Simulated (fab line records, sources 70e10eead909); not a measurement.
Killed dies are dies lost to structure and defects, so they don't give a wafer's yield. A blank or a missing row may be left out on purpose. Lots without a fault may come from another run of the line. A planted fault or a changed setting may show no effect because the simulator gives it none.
fab line records | flow nand_harc
record lots=6 wafers=18 last_day=24
route steps=1159 shown A_CONTACT@900 END@1159
lots that met no fault: from a run of the same line without faults
start_h: hours from the record's first day to the start of the lot's first wafer shown | wait_h: hours since the lot's step before | " the same as in the row above | L1.1+2: a row that stands for several wafers | - no value, or no start given | * or withheld: withheld | < > ~ a bound
route shown NAME@n: a module of which the file shows steps, and the number in the route of the first | usual: mean/standard deviation of fault-free wafers | same: alike in all rows | chamber/n: place in a boat | sites: the reading at each site | _std_site: their standard deviation | _edge_site: outer sites' mean less inner sites' | radius_mm: how far each site lies from the wafer's centre | mask NAME#n: copy n | behind: the tool/chamber that last shaped the wafer | hold: why the lot was held/for how many hours/how that ended | device: the transistor (n, p or np) that didn't switch | end of line: the same wafers' tests at the end of the route | a step without rows: its recipe alone | killed: dies lost to structure and defects at the first sort, not the wafer's yield | map: a wafer's dies, x killed, . not, _ none there
set.NAME: the setting as run; set.NAME@STEP: as run at that earlier step | model.NAME: the simulator's own value behind a step, which no gauge read
lots at some steps of the route; a table a step, a row a wafer
services: from which hour (start_h, from the record's first day; less than 0 if before it) a tool's chamber was out of use, for how many hours, and why
## steps
# step NHARC_A_CONTACT_ETCH_75
# recipe target_depth_a=390 over_etch_frac=0.3 time_s=65 ion_energy_ev=80 cf4_flow_sccm=150 ar_flow_sccm=0 rf_w=300 bias_w=100 chemistry=CF4
# step NHARC_A_CONTACT_ETCH_76
# recipe target_depth_a=2600 over_etch_frac=0.3 time_s=475.3 ion_energy_ev=200 n2_flow_sccm=150 h2_flow_sccm=150 ar_flow_sccm=0 rf_w=400 bias_w=150 chemistry=N2/H2
# step NHARC_A_CONTACT_ETCH_77
# recipe target_depth_a=726 time_s=36.3 cf4_flow_sccm=100 chf3_flow_sccm=30 ar_flow_sccm=0 rf_w=500 bias_w=200 chemistry=CF4/CHF3
# step NHARC_A_CONTACT_ETCH_78
# recipe target_depth_a=28000 over_etch_frac=0.3 time_s=728 ion_energy_ev=150 o2_flow_sccm=400 cos_flow_sccm=20 ar_flow_sccm=0 rf_w=500 bias_w=300 chemistry=O2/COS
# step NHARC_A_CONTACT_ETCH_124
# recipe source_w=withheld pressure_mtorr=20 bias_v=withheld time_s=140 target_depth_a=7000 ar_flow_sccm=withheld c4f8_flow_sccm=withheld o2_flow_sccm=withheld chemistry=C4F8/O2/Ar
# step NHARC_A_CONTACT_ETCH_125
# recipe source_w=withheld pressure_mtorr=20 bias_v=1200 time_s=155 target_depth_a=9560 ar_flow_sccm=withheld c4f8_flow_sccm=withheld o2_flow_sccm=withheld chemistry=C4F8/O2/Ar
# step NHARC_A_CONTACT_ETCH_126
# recipe source_w=withheld pressure_mtorr=20 bias_v=1200 time_s=155 target_depth_a=9560 ar_flow_sccm=withheld c4f8_flow_sccm=withheld o2_flow_sccm=withheld chemistry=C4F8/O2/Ar
# step NHARC_A_CONTACT_ETCH_127
# recipe source_w=withheld pressure_mtorr=20 bias_v=1200 time_s=155 target_depth_a=9560 ar_flow_sccm=withheld c4f8_flow_sccm=withheld o2_flow_sccm=withheld chemistry=C4F8/O2/Ar
# step NHARC_A_CONTACT_ETCH_128
# recipe source_w=withheld pressure_mtorr=20 bias_v=1200 time_s=155 target_depth_a=9560 ar_flow_sccm=withheld c4f8_flow_sccm=withheld o2_flow_sccm=withheld chemistry=C4F8/O2/Ar
# columns lot.wafer tool chamber start_h wait_h rf_hours_counter_h
L591.1 har_cap_etch-02 1 385.45 0.1 11
L591.4 " 1 " " -
L591.3 " 0 " " -
L597.2 har_cap_etch-02 1 433.47 0.1 20
L597.3 " 0 " " -
L597.5 " 0 " " -
L602.2 har_cap_etch-02 0 458.66 0.2 23
L602.4 " 1 " " -
L602.6 " 0 " " -
L606.2 har_cap_etch-01 0 470.11 0.1 79
L606.4 " 0 " " -
L606.5 " 1 " " -
L609.3 har_cap_etch-01 1 494.53 0.2 -
L609.5 " 0 " " -
L609.6 " 1 " " -
L612.1 har_cap_etch-01 0 510.93 0.1 87
L612.4 " 0 " " -
L612.5 " 0 " " -
# step NHARC_A_CONTACT_ETCH_129
# recipe source_w=withheld pressure_mtorr=20 bias_v=1200 time_s=155 target_depth_a=9560 ar_flow_sccm=withheld c4f8_flow_sccm=withheld o2_flow_sccm=withheld chemistry=C4F8/O2/Ar
# step NHARC_A_CONTACT_ETCH_130
# recipe source_w=withheld pressure_mtorr=20 bias_v=1200 time_s=155 target_depth_a=9560 ar_flow_sccm=withheld c4f8_flow_sccm=withheld o2_flow_sccm=withheld chemistry=C4F8/O2/Ar
# step NHARC_A_CONTACT_ETCH_131
# recipe source_w=withheld pressure_mtorr=20 bias_v=1200 time_s=155 target_depth_a=9560 ar_flow_sccm=withheld c4f8_flow_sccm=withheld o2_flow_sccm=withheld chemistry=C4F8/O2/Ar
# step NHARC_A_CONTACT_ETCH_132
# recipe source_w=withheld pressure_mtorr=20 bias_v=1200 time_s=156 target_depth_a=9580 ar_flow_sccm=withheld c4f8_flow_sccm=withheld o2_flow_sccm=withheld chemistry=C4F8/O2/Ar
# columns lot.wafer tool chamber start_h wait_h rf_hours_counter_h
L591.1 har_cap_etch-02 1 386.02 0.1 12
L591.4 " 1 " " -
L591.3 " 0 " " -
L597.2 har_cap_etch-02 1 434.04 0.1 20
L597.3 " 0 " " -
L597.5 " 0 " " -
L602.2 har_cap_etch-02 0 459.42 0.2 23
L602.4 " 1 " " -
L602.6 " 0 " " -
L606.2 har_cap_etch-01 0 470.67 0.1 79
L606.4 " 0 " " -
L606.5 " 1 " " -
L609.3 har_cap_etch-01 1 495.54 0.2 -
L609.5 " 0 " " -
L609.6 " 1 " " -
L612.1 har_cap_etch-01 0 511.50 0.1 87
L612.4 " 0 " " -
L612.5 " 0 " " -
# step NHARC_A_CONTACT_ETCH_133
# recipe source_w=withheld pressure_mtorr=20 bias_v=400 time_s=195 target_depth_a=8400 ar_flow_sccm=withheld c4f8_flow_sccm=11.5 o2_flow_sccm=7.2 chemistry=C4F8/O2/Ar
# step NHARC_A_CONTACT_ETCH_91
# recipe target_depth_a=400 over_etch_frac=0.5 time_s=85.7 ion_energy_ev=120 ch3f_flow_sccm=50 o2_flow_sccm=30 ar_flow_sccm=200 rf_w=500 bias_w=100 chemistry=CH3F/O2
# step NHARC_A_CONTACT_ETCH_97
# recipe target_depth_a=200 over_etch_frac=0.5 time_s=10 ion_energy_ev=250 c4f6_flow_sccm=25 o2_flow_sccm=20 ar_flow_sccm=500 rf_w=600 bias_w=500 chemistry=C4F6/O2
# step NHARC_A_CONTACT_CD_MEAS_80
# usual cd_nm=189.7/0.56
# columns lot.wafer tool chamber start_h wait_h cd_nm
L591.1 cd_sem-01 - 387.10 - 189.5
L591.3 " - " " 189.7
L591.4 " - " " 189.0
L597.2 cd_sem-02 - 435.02 - 189.5
L597.3 " - " " 191.1
L597.5 " - " " 190.3
L602.2 cd_sem-02 - 460.48 - 189.9
L602.4 " - " " 189.8
L602.6 " - " " 190.0
L606.2 cd_sem-02 - 471.58 - 189.4
L606.4 " - " " 189.1
L606.5 " - " " 189.7
L609.3 cd_sem-01 - 496.76 - 190.3
L609.5 " - " " 190.2
L609.6 " - " " 190.0
L612.1 cd_sem-03 - 512.43 - 190.6
L612.4 " - " " 190.2
L612.5 " - " " 190.4
# step NHARC_A_CONTACT_STRIP_103
# recipe n2_flow_sccm=150 h2_flow_sccm=150 ar_flow_sccm=0 bias_w=0 chemistry=N2/H2
# step NHARC_A_CONTACT_STRIP_104
# recipe cf4_flow_sccm=100 chf3_flow_sccm=30 ar_flow_sccm=0 bias_w=0 chemistry=CF4/CHF3
# step NHARC_A_CONTACT_STRIP_105
# recipe o2_flow_sccm=400 cos_flow_sccm=20 ar_flow_sccm=0 bias_w=0 chemistry=O2/COS
# step NHARC_A_CONTACT_ETCH_106
# recipe target_depth_a=600 overetch_a=60 time_s=33 ion_energy_ev=100 cf4_flow_sccm=80 o2_flow_sccm=20 ar_flow_sccm=0 rf_w=300 bias_w=100 chemistry=CF4/O2
# step NHARC_A_CONTACT_STRIP_82
# recipe o2_flow_sccm=500 ar_flow_sccm=0 bias_w=0 chemistry=O2
# step NHARC_A_CONTACT_STRIP_83
# recipe time_s=600 temp_c=30 chemistry=post_etch_residue_remover
# step NHARC_A_CONTACT_DEP_84
# recipe target_thk_a=20000 temp_c=400 material=aC
# usual throttle_valve_pct=35.001/0.0084
# columns lot.wafer tool chamber start_h wait_h throttle_valve_pct
L591.1 acl_dep-01 0 388.16 - 35.000
L591.3 " 0 " " 34.999
L591.4 " 0 " " 35.001
L597.2 acl_dep-02 0 436.40 - 34.999
L597.3 " 0 " " 34.990
L597.5 " 0 " " 34.996
L602.2 acl_dep-02 0 462.02 - 35.013
L602.4 " 0 " " 35.006
L602.6 " 0 " " 35.006
L606.2 acl_dep-01 0 473.11 - 34.985
L606.4 " 0 " " 35.008
L606.5 " 0 " " 34.998
L609.3 acl_dep-01 0 500.91 - 34.998
L609.5 " 0 " " 35.001
L609.6 " 0 " " 35.015
L612.1 acl_dep-01 0 513.37 - 35.017
L612.4 " 0 " " 35.003
L612.5 " 0 " " 34.993
# step NHARC_A_CONTACT_DEP_85
# recipe target_thk_a=500 target_thk_nm=50 temp_c=400 pressure_torr=3.5 flow_sccm=200 rf_w=350 material=SiON
# usual heater_power_w=739/100
# columns lot.wafer tool chamber start_h wait_h heater_power_w
L591.3 pecvd-02 2 389.41 0.6 608
L591.1 " 0 " " 817
L591.4 " 1 " " 677
L597.2 pecvd-03 2 437.48 0.9 780
L597.3 " 0 " " 742
L597.5 " 2 " " 768
L602.2 pecvd-01 0 463.07 0.8 860
L602.6 " 0 " " 857
L602.4 " 1 " " 728
L606.2 pecvd-01 0 474.19 0.9 771
L606.4 " 2 " " 570
L606.5 " 1 " " 624
L609.3 pecvd-02 0 501.79 0.7 903
L609.5 " 2 " " 746
L609.6 " 0 " " 913
L612.1 pecvd-02 0 514.70 1.1 942
L612.5 " 1 " " 682
L612.4 " 2 " " 701
# step NHARC_A_CONTACT_DEHYDRATE_00
# recipe temp_c=150 time_s=120
# step NHARC_A_CONTACT_HMDS_01
# recipe time_s=30
# step NHARC_A_CONTACT_COAT_86
# recipe temp_c=260 time_s=75
# step NHARC_A_CONTACT_COAT_87
# recipe temp_c=225 time_s=65
# step NHARC_A_CONTACT_COAT_02
# recipe spin_rpm=1500 resist_thk_nm=90
# step NHARC_A_CONTACT_SOFTBAKE_03
# recipe temp_c=105 time_s=55
# step NHARC_A_CONTACT_EBR_04
# step NHARC_A_CONTACT_EXPOSE_05
# recipe na=1.35 sigma_outer=0.8 dose_mj=84.24 mask_id=A_CC
# step NHARC_A_CONTACT_PEB_06
# recipe peb_temp_c=100 peb_time_s=65
# step NHARC_A_CONTACT_DEVELOP_07
# recipe develop_time_s=35 dev_temp_c=23
# step NHARC_A_CONTACT_CD_MEAS_08
# recipe target_cd_nm=100 landing_energy_ev=500
# usual cd_nm=100.4/0.72
# columns lot.wafer tool chamber start_h wait_h cd_nm
L591.1 cd_sem-01 0 390.13 - 99.8
L591.3 " 0 " " 99.1
L591.4 " 0 " " 99.4
L597.2 cd_sem-03 0 438.05 - 100.0
L597.3 " 0 " " 99.8
L597.5 " 0 " " 100.1
L602.2 cd_sem-01 0 463.80 - 99.8
L602.4 " 0 " " 99.1
L602.6 " 0 " " 100.8
L606.2 cd_sem-03 0 474.79 - 102.0
L606.4 " 0 " " 101.7
L606.5 " 0 " " 100.7
L609.3 cd_sem-03 0 502.37 - 99.8
L609.5 " 0 " " 100.1
L609.6 " 0 " " 100.1
L612.1 cd_sem-02 0 515.37 - 100.3
L612.4 " 0 " " 98.8
L612.5 " 0 " " 98.8
# step NHARC_A_CONTACT_OVL_MEAS_09
# usual overlay_x_nm=-0.1/0.74 overlay_y_nm=0.1/0.86
# columns lot.wafer tool chamber start_h wait_h overlay_x_nm overlay_y_nm
L591.1 overlay-02 - 390.22 - -0.9 -0.9
L591.3 " - " " -0.8 -1.5
L591.4 " - " " -1.0 -1.7
L597.2 overlay-02 - 438.14 - 0.2 -0.6
L597.3 " - " " 0.4 -1.1
L597.5 " - " " 0.3 -0.3
L602.2 overlay-02 - 463.89 - 0.2 -0.4
L602.4 " - " " 0.2 0.0
L602.6 " - " " -0.9 -0.6
L606.2 overlay-02 - 474.88 - 0.3 0.7
L606.4 " - " " 0.2 0.8
L606.5 " - " " 0.3 0.3
L609.3 overlay-02 - 502.46 - -1.2 0.4
L609.5 " - " " -0.8 0.3
L609.6 " - " " -1.2 0.9
L612.1 overlay-02 - 515.46 - 0.7 0.5
L612.4 " - " " -0.3 0.5
L612.5 " - " " -0.1 0.6
# step NHARC_A_CONTACT_DESCUM_13
# recipe time_s=3 o2_flow_sccm=200 ar_flow_sccm=0 bias_power_w=0 chemistry=O2
# step NHARC_A_CONTACT_ETCH_88
# recipe target_depth_a=390 over_etch_frac=0.3 time_s=65 ion_energy_ev=80 cf4_flow_sccm=150 ar_flow_sccm=0 rf_w=300 bias_w=100 chemistry=CF4
# usual drypump_motor_current_A=5.7/0.44 oes_product_au=1.003/0.0097 rf_vpp_V=151.2/1.4 showerhead_plenum_p_Torr=1.76/0.085 throttle_valve_pct=13.283/0.0093
# columns lot.wafer tool chamber start_h wait_h drypump_motor_current_A oes_product_au rf_hours_counter_h rf_vpp_V showerhead_plenum_p_Torr throttle_valve_pct
L591.4 rie_diel-12 0 390.41 0.1 6.1 0.997 0 149.9 1.65 13.281
L591.3 " 2 " " 6.0 1.014 0 152.5 1.88 13.285
L591.1 " 3 " " 6.0 1.000 0 152.3 1.82 13.296
L597.3 rie_diel-02 1 438.32 0.1 5.4 1.019 43 148.7 1.64 13.284
L597.2 " 3 " " 6.7 0.993 38 152.0 1.84 13.280
L597.5 " 1 " " 5.4 1.013 - 149.9 1.64 13.293
L602.4 rie_diel-03 1 464.08 0.1 5.2 0.998 23 150.3 1.69 13.269
L602.2 " 2 " " 5.8 1.005 22 150.9 1.81 13.292
L602.6 " 0 " " 5.6 1.011 - 152.0 1.77 13.292
L606.2 rie_diel-02 2 475.07 0.1 6.4 1.005 54 152.8 1.89 13.268
L606.4 " 3 " " 6.7 1.013 50 153.1 1.84 13.282
L606.5 " 3 " " 6.7 1.015 - 152.2 1.84 13.291
L609.3 rie_diel-12 2 502.82 0.1 5.9 0.999 20 151.3 1.87 13.296
L609.5 " 0 " " 6.1 0.977 - 147.4 1.64 13.282
L609.6 " 1 " " 5.4 0.982 - 149.4 1.69 13.287
L612.1 rie_diel-12 1 515.64 0.1 5.4 0.995 24 150.9 1.69 13.284
L612.4 " 0 " " 6.1 0.987 24 149.4 1.64 13.282
L612.5 " 2 " " 6.0 1.009 - 151.0 1.87 13.281
# step NHARC_A_CONTACT_ETCH_89
# recipe target_depth_a=2600 over_etch_frac=0.3 time_s=475.3 ion_energy_ev=200 n2_flow_sccm=150 h2_flow_sccm=150 ar_flow_sccm=0 rf_w=400 bias_w=150 chemistry=N2/H2
# step NHARC_A_CONTACT_ETCH_30
# recipe target_depth_a=605 time_s=30.2 cf4_flow_sccm=100 chf3_flow_sccm=30 ar_flow_sccm=0 rf_w=500 bias_w=200 chemistry=CF4/CHF3
# usual drypump_motor_current_A=5.7/0.41 oes_product_au=0.941/0.023 rf_vpp_V=370.5/2.7 showerhead_plenum_p_Torr=1.57/0.077 throttle_valve_pct=16.802/0.0086
# columns lot.wafer tool chamber start_h wait_h drypump_motor_current_A oes_product_au rf_hours_counter_h rf_vpp_V showerhead_plenum_p_Torr throttle_valve_pct
L591.4 rie_diel-12 1 - - 5.4 0.964 0 367.0 1.51 16.811
L591.3 " 2 " " 6.0 0.997 0 372.8 1.67 16.792
L591.1 " 3 " " 6.0 0.985 0 371.9 1.62 16.794
L597.2 rie_diel-02 2 - - 6.4 0.924 41 374.7 1.69 16.817
L597.3 " 0 " " 5.4 0.910 40 374.0 1.62 16.810
L597.5 " 1 " " 5.4 0.940 - 367.4 1.46 16.798
L602.4 rie_diel-03 2 - - 5.7 0.987 23 371.7 1.61 16.798
L602.2 " 1 " " 5.3 0.968 23 369.0 1.50 16.810
L602.6 " 3 " " 5.2 0.979 - 367.9 1.50 16.805
L606.4 rie_diel-02 0 - - 5.4 0.919 51 372.7 1.62 16.809
L606.2 " 2 " " 6.4 0.936 54 373.0 1.69 16.796
L606.5 " 0 " " 5.4 0.900 - 372.3 1.62 16.795
L609.3 rie_diel-12 2 - - 6.0 0.938 20 374.6 1.67 16.805
L609.6 " 2 " " 6.0 0.935 - 375.2 1.67 16.789
L609.5 " 3 " " 5.9 0.928 - 370.4 1.62 16.791
L612.1 rie_diel-12 3 - - 5.9 0.924 23 371.5 1.62 16.795
L612.4 " 1 " " 5.4 0.918 25 368.1 1.50 16.806
L612.5 " 2 " " 5.9 0.937 - 372.6 1.67 16.799
# step NHARC_END_SORT_01
# recipe temp_c=25
# usual killed_at_array=29/11 killed_at_other=0.6/1 killed_at_periphery=3.1/2.1 killed_dies=33/11 killed_open=3.1/1.9 killed_short=1.9/1.5
# same gross_dies=677
# columns lot.wafer tool chamber start_h wait_h killed_at_array killed_at_other killed_at_periphery killed_dies killed_open killed_short
L597.2 prober-01 0 502.77 2.8 108 0 8 116 3 3
L597.3 prober-01 0 503.56 3.1 96 0 1 97 4 0
L597.5 prober-01 0 505.15 3.7 101 0 3 104 1 1
L602.2 prober-02 0 524.22 2.8 87 1 1 89 5 0
L602.4 prober-02 0 525.85 3.4 99 1 2 102 8 0
L602.6 prober-02 0 527.47 4.1 102 0 3 105 5 0
L606.2 prober-02 0 532.16 2.8 20 2 4 26 4 1
L606.4 prober-02 0 533.76 3.4 21 0 4 25 4 0
L606.5 prober-02 0 534.56 3.7 21 1 4 26 4 0
L612.1 prober-01 0 580.79 2.5 17 2 8 27 2 2
L612.4 prober-01 0 583.18 3.4 22 0 5 27 3 0
L612.5 prober-01 0 583.97 3.7 19 0 6 25 2 2
# killed by level:class
L597.2 A_CONTACT:unspecified=78 A_SLIT:chamber_film_flake=13 A_CHANNEL_HOLE_D1:chamber_film_flake=11 P_STI:chamber_film_flake=5 P_M2:geometric_particle:open=1 P_M2:geometric_particle:short=1 A_CHANNEL_FILL_D1:geometric_particle:open=1 A_WL_FILL:geometric_particle:short=1
L597.3 A_CONTACT:unspecified=72 A_SLIT:chamber_film_flake=11 A_CHANNEL_HOLE_D1:chamber_film_flake=6 A_STAIRCASE:chamber_film_flake=3 A_CONTACT:geometric_particle:open=2 A_ONON_D1:geometric_particle:open=1 A_M0:geometric_particle:open=1 P_M2:chamber_film_flake=1
L597.5 A_CONTACT:unspecified=77 A_SLIT:chamber_film_flake=17 A_CHANNEL_HOLE_D1:chamber_film_flake=4 A_ONON_D1:geometric_particle:short=1 A_CONTACT:geometric_particle:open=1 P_ZERO_WELL:chamber_film_flake=1 P_STI:chamber_film_flake=1 P_GATE:chamber_film_flake=1
L602.2 A_CONTACT:unspecified=73 A_CHANNEL_HOLE_D1:chamber_film_flake=9 P_M0:geometric_particle:open=1 A_ONON_D1:geometric_particle:open=1 A_WL_FILL:geometric_particle:open=1 A_CONTACT:geometric_particle:open=1 A_BLC:geometric_particle:open=1 A_STAIRCASE:chamber_film_flake=1
L602.4 A_CONTACT:unspecified=73 A_CHANNEL_HOLE_D1:chamber_film_flake=16 A_STAIRCASE:chamber_film_flake=3 A_ONON_D1:geometric_particle:open=2 P_STI:geometric_particle:open=1 P_CONTACT:geometric_particle:open=1 A_CHANNEL_HOLE_D1:geometric_particle:open=1 A_SGD_CUT:geometric_particle:open=1
L602.6 A_CONTACT:unspecified=75 A_CHANNEL_HOLE_D1:chamber_film_flake=20 A_CONTACT:geometric_particle:open=3 A_STAIRCASE:chamber_film_flake=3 P_CONTACT:geometric_particle:open=1 A_BLC:geometric_particle:open=1 P_ZERO_WELL:chamber_film_flake=1 P_M1:chamber_film_flake=1
L606.2 A_STAIRCASE:chamber_film_flake=9 A_CHANNEL_HOLE_D1:chamber_film_flake=5 P_STI:chamber_film_flake=2 A_CONTACT:chamber_film_flake=2 P_M1:geometric_particle:open=1 A_CHANNEL_HOLE_D1:geometric_particle:open=1 A_WL_FILL:geometric_particle:short=1 A_M1:geometric_particle:open=1
L606.4 A_STAIRCASE:chamber_film_flake=7 A_WL_FILL:chamber_film_flake=4 A_CHANNEL_HOLE_D1:chamber_film_flake=4 A_CONTACT:chamber_film_flake=3 P_STI:chamber_film_flake=2 P_CONTACT:geometric_particle:open=1 A_ONON_D1:geometric_particle:open=1 A_SGD_CUT:geometric_particle:open=1
L606.5 A_CHANNEL_HOLE_D1:chamber_film_flake=8 A_STAIRCASE:chamber_film_flake=5 P_ZERO_WELL:chamber_film_flake=3 A_CONTACT:chamber_film_flake=3 A_WL_FILL:geometric_particle:open=2 P_M0:geometric_particle:open=1 A_CHANNEL_FILL_D1:geometric_particle:open=1 A_WL_FILL:chamber_film_flake=1
L612.1 A_CONTACT:chamber_film_flake=8 P_STI:chamber_film_flake=5 A_CHANNEL_HOLE_D1:chamber_film_flake=3 A_STAIRCASE:chamber_film_flake=3 THIN_TSV:chamber_film_flake=2 P_M0:geometric_particle:open=1 P_M0:geometric_particle:short=1 A_SOURCE_PLATE:geometric_particle:short=1
L612.4 A_CHANNEL_HOLE_D1:chamber_film_flake=9 A_CONTACT:chamber_film_flake=5 A_STAIRCASE:chamber_film_flake=4 P_ZERO_WELL:chamber_film_flake=2 P_GATE:geometric_particle:open=1 A_WL_FILL:geometric_particle:open=1 A_BLC:geometric_particle:open=1 P_STI:chamber_film_flake=1
L612.5 A_CHANNEL_HOLE_D1:chamber_film_flake=6 A_STAIRCASE:chamber_film_flake=5 A_CONTACT:chamber_film_flake=5 P_ZERO_WELL:chamber_film_flake=4 P_GATE:geometric_particle:open=1 A_CHANNEL_FILL_D1:geometric_particle:short=1 A_CONTACT:geometric_particle:open=1 A_M1:geometric_particle:short=1
# map L597.2 (x killed, . not)
____________.____________
_________.....x._________
_______...x....x.._______
______....x..xxx.x.______
_____x.x.x...xxxxxx._____
____xx.x..x.xxxxxxx..____
____x..xxxx.xxxxxxx.x____
___.x...x.x.xxxxxxx...___
___.....xxx.xxxxxxxx..___
__.....xxxxxxxxxxxxx...__
__.........x.xxxxxxx...__
_...........xxxxxxxx...._
_...........x.xxxxx....._
_...x......x..xxx......._
_...........x.xx........_
_......................._
....................x....
.........................
.........................
x........................
.........x...............
_......................._
_.......x...x..........._
_........x.............._
_x......................_
_.........x............._
__................x....__
__..x..................__
___...................___
___...................___
____.................____
____.................____
_____...........x..._____
______.............______
_______..........._______
_________......._________
____________.____________
# map L602.6 (x killed, . not)
____________.____________
_________......._________
_______x.........._______
______..x..........______
_____.x............._____
____..x....x.........____
____..xx.x...........____
___.x.xx.x............___
___...xxx.............___
__..x..xx..............__
__...x.....x...........__
_..............x........_
_.....x................._
_........xxxx..........._
_......x..xxxxx........._
_.......xxxxxx.........._
......x.xxxxxxx..........
........xxxxxxxx.........
........xxxxxxxx.........
........xxxxxxxx.........
........xxxxxx.x.........
_......xxxxxxxx........._
_........xxxxxx.x......._
_.........x.xx.........._
_.........x.xx.x........_
_......................._
__.x.........x.........__
__......x..............__
___.............x.....___
___...................___
____.................____
____....x............____
_____......x........_____
______.............______
_______..........._______
_________......._________
____________.____________
## services
# columns tool chamber start_h hours kind
pecvd-02 - 369.11 0.8 repair
rie_diel-03 2 369.60 2.7 repair
rie_diel-02 - 378.95 0.4 repair
rie_diel-12 - 379.48 9.0 pm
rie_diel-12 0 379.48 9.0 vent_cycle
rie_diel-12 1 379.48 9.0 vent_cycle
rie_diel-12 2 379.48 9.0 vent_cycle
rie_diel-12 3 379.48 9.0 vent_cycle
rie_diel-12 0 388.48 - clean
rie_diel-12 1 388.48 - clean
rie_diel-12 2 388.48 - clean
rie_diel-03 - 392.32 9.0 pm
pecvd-03 0 403.70 2.4 repair
pecvd-01 - 418.44 13.0 pm
rie_diel-03 3 441.29 4.3 repair
pecvd-01 2 466.49 4.1 repair
rie_diel-12 0 468.07 3.5 repair
pecvd-01 - 470.73 0.7 repair
pecvd-03 - 473.13 13.0 pm
acl_dep-01 - 476.23 13.0 pm
pecvd-03 - 490.75 6.1 repair
acl_dep-02 - 495.19 6.9 repair
rie_diel-02 - 505.07 9.0 pm
pecvd-02 - 515.09 13.0 pm
## key
first_sign step=NHARC_END_SORT_01 reading=killed_at_array direction=up sigmas=6.6 usual=29 struck=99
effect step=NHARC_END_SORT_01 reading=killed_dies direction=up sigmas=6.5 usual=33 struck=102
more_kills_born_at NHARC_A_CONTACT_ETCH_132@har_cap_etch-02=448
met_at NHARC_A_CONTACT_ETCH_132
struck_wafers L597.2,L597.3,L597.5,L602.2,L602.4,L602.6
tester_left_out L597,L602
onset_between 386.02 434.04
also_fits NHARC_A_CONTACT_ETCH_128:har_cap_etch-02,NHARC_A_CONTACT_DEP_84:acl_dep-02
fault kind=chamber_particle_source tool=har_cap_etch-02 chamber=- onset_h=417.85 steps=NHARC_A_CONTACT_ETCH_132 rate_per_visit_cm2=0.52278 end_h=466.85
# tester_left_out: of these lots the tester's yield and bins aren't shown, on N5 and GAA mostly nor the transistor test; their killed dies are dies lost to structure and defects alone, not to doping, threshold or leakage, so they don't give the yield
